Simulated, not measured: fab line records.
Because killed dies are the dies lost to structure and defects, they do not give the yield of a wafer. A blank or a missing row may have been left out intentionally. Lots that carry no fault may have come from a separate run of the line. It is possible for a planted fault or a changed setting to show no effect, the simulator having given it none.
Chamber matching || flow nand_harc || NHARC_P_CONTACT_CMP_01 on cmp-04 has 4 sister chambers
The step polishes SiO2, target thk 200 nm. 8 wafers are shown with their chamber, then 9 later ones without.

== WAFERS WITH THEIR CHAMBER ==
{"wafer": "L081.4", "chamber": 1, "motor_current_A (A)": 11.0}
{"wafer": "L081.5", "chamber": 3, "motor_current_A (A)": 12.2}
{"wafer": "L082.1", "chamber": 3, "motor_current_A (A)": 12.2}
{"wafer": "L082.2", "chamber": 2, "motor_current_A (A)": 11.7}
{"wafer": "L082.3", "chamber": 0, "motor_current_A (A)": 11.5}
{"wafer": "L086.1", "chamber": 2, "motor_current_A (A)": 11.0}
{"wafer": "L086.4", "chamber": 0, "motor_current_A (A)": 11.3}
{"wafer": "L086.5", "chamber": 1, "motor_current_A (A)": 11.8}

== WAFERS WITHOUT THEIR CHAMBER ==
{"wafer": "L092.1", "motor_current_A (A)": 11.7}
{"wafer": "L092.3", "motor_current_A (A)": 11.1}
{"wafer": "L092.4", "motor_current_A (A)": 11.3}
{"wafer": "L093.3", "motor_current_A (A)": 12.4}
{"wafer": "L093.5", "motor_current_A (A)": 11.5}
{"wafer": "L093.6", "motor_current_A (A)": 11.3}
{"wafer": "L095.3", "motor_current_A (A)": 12.4}
{"wafer": "L095.5", "motor_current_A (A)": 11.8}
{"wafer": "L095.6", "motor_current_A (A)": 12.1}

== WHICH CHAMBER EACH WENT THROUGH ==
{"wafer": "L092.1", "from the rows above": "can't be placed: 0 or 1 or 2 or 3", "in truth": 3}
{"wafer": "L092.3", "from the rows above": "can't be placed: 2 or 0 or 1", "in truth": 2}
{"wafer": "L092.4", "from the rows above": "can't be placed: 2 or 0 or 1", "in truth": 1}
{"wafer": "L093.3", "from the rows above": 3, "in truth": 3}
{"wafer": "L093.5", "from the rows above": "can't be placed: 0 or 1 or 2 or 3", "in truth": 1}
{"wafer": "L093.6", "from the rows above": "can't be placed: 2 or 0 or 1", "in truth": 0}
{"wafer": "L095.3", "from the rows above": 3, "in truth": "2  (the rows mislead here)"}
{"wafer": "L095.5", "from the rows above": "can't be placed: 3 or 0 or 1 or 2", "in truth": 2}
{"wafer": "L095.6", "from the rows above": "can't be placed: 3 or 0 or 1 or 2", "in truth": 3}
Placed correctly: 1 of 9. Not placeable from these rows: 7 (in 7, the candidates include the true chamber). Wrongly placed: 1.
How it was worked out, from the rows above alone: a wafer's distance from a chamber is the root of the sum, over the readings, of the square of ((its reading less the chamber's mean) divided by the reading's scatter). The wafer belongs to the nearest chamber; if the next one is less than 2 further off, it can't be placed. Each chamber's mean is taken over the wafers shown for it. The scatter: the root of (the sum of the squares of (reading less its chamber's mean) over the shown wafers, divided by (wafers less chambers)).
